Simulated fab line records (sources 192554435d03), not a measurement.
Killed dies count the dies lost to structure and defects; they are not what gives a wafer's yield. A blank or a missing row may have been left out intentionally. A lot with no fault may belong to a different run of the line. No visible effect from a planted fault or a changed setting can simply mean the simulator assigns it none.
A struck lot beside a sound one ; flow n5_finfet ; 29 out of 1938 route steps
Sound: wafers L452.1, L452.5, L452.6. Struck: wafer L439.1. (L439.2, L439.4 of the same lot were not struck and are left out.) The cause comes at the end.
Per side, at each step with rows, come the tool, then ch with its chambers, and then its first start. Under that, the readings that differ: sound wafers ; struck wafers ; difference of the means ; sigmas: that difference in standard deviations of wafers without a fault.
alike: a reading whose means differ by less than 2 such deviations, as well as words and numbers matching on both sides. not compared: withheld readings; readings where some wafer has no value; bounds like >300 that might hide an equal value; numbers whose values overlap and for which the record gives no deviation.
The two part at a step that has a row with sigmas, a row that says differs or no value, or rows on one side only. When numbers do not overlap yet have no deviation, they are printed without sigmas and do not part them. A reading missing from all wafers of one side parts the sides only when that side holds two or more wafers.

first, 9 steps without rows for these wafers: N5_SD_EPI_P_EXPOSE_06 (exposes mask SD P BLK, target cd 240 nm); N5_SD_EPI_P_PEB_07 (peb time 60 s); N5_SD_EPI_P_DEVELOP_08 (develop time 30 s); N5_SD_EPI_P_DESCUM_14 (chemistry O2, time 7.9 s); N5_SD_EPI_P_ETCH_36 (etches SiARC in CF4, target depth 45.5 nm, time 75.8 s); N5_SD_EPI_P_ETCH_37 (etches SOC in N2/H2, overetch 108 nm, time 486 s); N5_SD_EPI_P_STRIP_38 (strips in N2/H2); N5_SD_EPI_P_ETCHBACK_46 (etches SiNx in CH3F/O2, stops on SiO2, target depth 17.5 nm); N5_SD_EPI_P_ETCH_47 (etches SiOCN in CH3F/O2, target depth 25 nm).
N5_SD_EPI_P_ETCH_16: etches SiO2 in CHF3/O2, target depth 5 nm.
  sound on rie_diel-03 ch 0,3, day 8 13:11; struck on rie_diel-03 ch 0, day 5 08:55
  alike: chamber_pressure_mTorr, drypump_motor_current_A, oes_product_au, rf_vpp_V, showerhead_plenum_p_Torr, throttle_valve_pct
  not compared: rf_hours_counter_h
then, 15 steps without rows for these wafers: N5_SD_EPI_P_STRIP_50 (strips in CHF3/O2); N5_SD_EPI_P_SD_RECESS_17 (chemistry HBr/Cl2/O2, target depth 39.1 nm, bt time 3 s); N5_SD_EPI_P_WET_ETCH_45 (etches SiO2 in dHF, time 10.7 s, target depth 2 nm, rinse time 30 s); N5_SD_EPI_P_STRIP_40 (strips in N2/H2); N5_SD_EPI_P_PRECLEAN_52 (cleans in O3/DIW, time 60 s); N5_SD_EPI_P_SRD_20 (time 30 s); N5_SD_EPI_P_PRECLEAN_51 (cleans in NF3:NH3, afs cycles 1, time 20 s, sublimation time 60 s); N5_SD_EPI_P_VAPOR_ETCH_44 (etches SiGe30 in NF3/Ar, time 3.3 s); N5_SD_EPI_P_EPI_21 (deposits SiGe:B, time 355 s); N5_SD_EPI_P_HM_STRIP_48 (strips SiNx in H3PO4, material SiNx, target depth 3 nm); N5_SD_EPI_P_SRD_49 (time 30 s); N5_SD_EPI_P_PRECLEAN_24 (cleans in O3/DIW, time 45 s); N5_SD_EPI_P_PRECLEAN_32 (cleans in dHF, time 10 s); N5_SD_EPI_P_PRECLEAN_33 (cleans in SC2, time 45 s); N5_SD_EPI_P_SRD_25 (time 30 s).
N5_SD_EPI_P_INSPECT_26: inspects for defects (darkfield).
  sound on defect_inspect-02 at day 8 16:18; struck on defect_inspect-02 at day 5 12:07
reading;sound;struck;difference;sigmas
raw_defect_count;204 126 134;1102;+947;+26
then, 1 step without rows for these wafers: N5_SD_ACTIVATION_RTA_00 (time 0 s).
-- here the record skips 5 days between the struck wafers' starts before and after, leaving off in module SD_ACTIVATION and picking up in module BEOL_M4 (first step shown: number 1111 of the route) --
N5_BEOL_M4_RC_MEAS_101:
  sound on prober-01 ch 0, day 13 08:50; struck on prober-02 ch 0, day 10 10:37
  alike: DIBL_N, DIBL_P, IOFF_N, IOFF_P, ION_N, ION_P, SS_N, SS_P, VT_N, VT_P
-- here the record skips 4 days between the struck wafers' starts before and after, leaving off in module BEOL_M4 and picking up in module PASSIVATION (first step shown: number 1936 of the route) --
N5_PASSIVATION_PROBE_49:
  sound on prober-01 at day 17 17:11; struck on prober-02 at day 14 09:25
reading;sound;struck;difference;sigmas
defect_limited_yield (%);89.9 91.0 90.3;81.3;-9.1;-7
killed_at_front_end;56 43 54;168;+117;+11
killed_dies;119 106 115;221;+108;+7
killed_on_rim;13 14 23;26;+9;+2
killed_open;85 68 81;54;-24;-2
sort_bin_5_function (%);5.8 5.3 6.5;12.0;+6.1;+7
sort_n_pass;1061 1074 1065;959;-108;-7
sort_yield_pct (%);89.9 91.0 90.3;81.3;-9.1;-7
  alike: killed_at_M0_to_M3, killed_at_M4_up, killed_at_contacts, killed_at_other, killed_short, sort_bin_6_memory

## WHERE THEY PART
Earliest at N5_SD_EPI_P_INSPECT_26; latest, in this record, at N5_PASSIVATION_PROBE_49.

WHY: what the simulator had put in
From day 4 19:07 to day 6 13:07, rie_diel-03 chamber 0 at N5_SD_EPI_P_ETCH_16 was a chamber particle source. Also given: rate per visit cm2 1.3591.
